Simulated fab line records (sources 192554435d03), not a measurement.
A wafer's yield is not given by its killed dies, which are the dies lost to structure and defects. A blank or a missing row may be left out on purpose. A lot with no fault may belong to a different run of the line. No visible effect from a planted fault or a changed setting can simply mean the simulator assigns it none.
What tool caused it? | flow n5-finfet | 24 lots, 72 wafers sampled, at 2 steps of a route of 1938

== WHAT THE GAUGES SHOWED, per wafer ==
N5_BEOL_M0_CUTY_OVL_MEAS_58.
lot  | measured     | on         | M0_ABLK_OVL (nm)
L074 | day 5 17:35  | overlay-02 | -0.6 -0.2 -0.1
L075 | day 5 22:12  | overlay-02 | -1.2 -1.4 -0.4
L076 | day 6 02:49  | overlay-01 | -0.1 -0.6 -0.1
L077 | day 6 08:26  | overlay-02 | -0.9 0.1 -0.7
L078 | day 6 18:37  | overlay-01 | -0.9 0.2 -0.7
L079 | day 6 23:34  | overlay-02 | -1.4 -1.9 -1.2
L080 | day 7 01:45  | overlay-01 | -0.9 0.3 -0.6
L081 | day 7 12:00  | overlay-02 | 0.0 0.3 -1.0
L082 | day 7 14:29  | overlay-01 | -0.5 -0.3 0.0
L083 | day 7 18:29  | overlay-02 | -0.3 -0.5 -0.3
L084 | day 8 01:38  | overlay-01 | -0.7 0.3 -0.4
L085 | day 8 11:51  | overlay-01 | -0.9 -0.3 -1.1
L086 | day 8 18:44  | overlay-01 | -0.8 0.3 -0.4
L087 | day 8 21:43  | overlay-01 | -0.7 -1.1 -1.4
L088 | day 9 07:41  | overlay-01 | -0.5 0.0 -1.5
L090 | day 9 09:49  | overlay-01 | -1.5 -0.5 -0.2
L091 | day 9 19:26  | overlay-01 | -0.7 -1.0 -0.4
L089 | day 10 00:12 | overlay-01 | -0.6 0.0 0.7
L092 | day 10 04:32 | overlay-01 | -0.1 -1.2 -1.5
L093 | day 10 12:59 | overlay-01 | -1.9 -0.8 -0.6
L094 | day 10 17:07 | overlay-02 | 0.1 -1.1 -0.2
L095 | day 10 20:23 | overlay-01 | 0.0 -0.1 -0.6
L096 | day 11 04:11 | overlay-01 | 0.5 -0.7 0.2
L097 | day 11 12:49 | overlay-02 | -0.6 0.0 -0.6

N5_BEOL_M0_OCD_MEAS_108.
lot  | measured     | on     | trench-depth-nm (nm)
L074 | day 5 19:13  | ocd-01 | 32.2 33.1 31.9
L075 | day 6 00:56  | ocd-02 | 32.8 32.6 32.2
L076 | day 6 04:23  | ocd-01 | 32.7 33.5 32.9
L077 | day 6 12:20  | ocd-01 | 33.0 32.1 32.9
L078 | day 6 21:41  | ocd-01 | 32.9 32.6 33.0
L079 | day 7 00:40  | ocd-01 | 32.5 34.0 32.4
L080 | day 7 04:40  | ocd-01 | 33.5 32.8 33.4
L081 | day 7 13:50  | ocd-02 | 32.3 32.8 33.4
L082 | day 7 15:38  | ocd-02 | 32.6 32.8 33.3
L083 | day 7 19:20  | ocd-01 | 33.0 33.2 32.3
L084 | day 8 03:56  | ocd-01 | 32.4 32.0 32.9
L085 | day 8 12:46  | ocd-01 | 32.8 32.7 33.4
L086 | day 8 20:18  | ocd-02 | 32.7 33.0 33.0
L087 | day 8 23:40  | ocd-02 | 32.9 32.1 32.1
L088 | day 9 13:46  | ocd-02 | 32.3 32.1 32.2
L090 | day 9 11:43  | ocd-02 | 32.7 32.5 32.8
L091 | day 9 20:32  | ocd-01 | 32.5 33.7 32.5
L089 | day 10 01:39 | ocd-02 | 32.2 33.7 32.1
L092 | day 10 06:00 | ocd-01 | 32.8 34.5 33.2
L093 | day 10 15:12 | ocd-01 | 31.9 32.8 32.2
L094 | day 10 18:22 | ocd-02 | 33.4 34.7 34.3
L095 | day 10 23:04 | ocd-01 | 32.1 32.4 33.8
L096 | day 11 06:00 | ocd-01 | 32.8 32.1 32.8
L097 | day 11 18:10 | ocd-01 | 32.9 33.7 32.9

== TOOL THAT RAN EACH LOT (tool first, then ch and the chambers of the sampled wafers, then the start) ==
Record: no process step prior to these readings.

== WHAT THE TOOLS THEMSELVES READ (means of the sampled wafers that have a number; where no wafer has one, the mark that the record gives instead) ==
The record holds no such reading with a usual standard deviation.

== THE ANSWER, worked out from the rows above alone ==
Rule: the usual values come from the lots themselves. The widest of any qualifying gaps counts: lots, ordered by their means at a reading, are off when they make up no more than a third of the lots, leave a main group of 4 or more, and stand apart from it by 3 or more times the standard deviation of that group's means. A main group whose means are all the same, to the digits that the tables above print for the reading, isn't used. A lot without any number at a reading at which 4 lots or more have one is off too. Where the step has rows for the other lots, those lots are counted as sound. After the gauges, taken in route order, come the tools' own readings; for these a lot's mean is taken, as printed above. The first step at which some lot is off is used, and at that step the reading that is off furthest; a lot without a number counts as furthest.
Across all readings shown, no lot is off: no conclusion can be drawn from this.

== WHAT THE SIMULATOR HAD PUT IN ==
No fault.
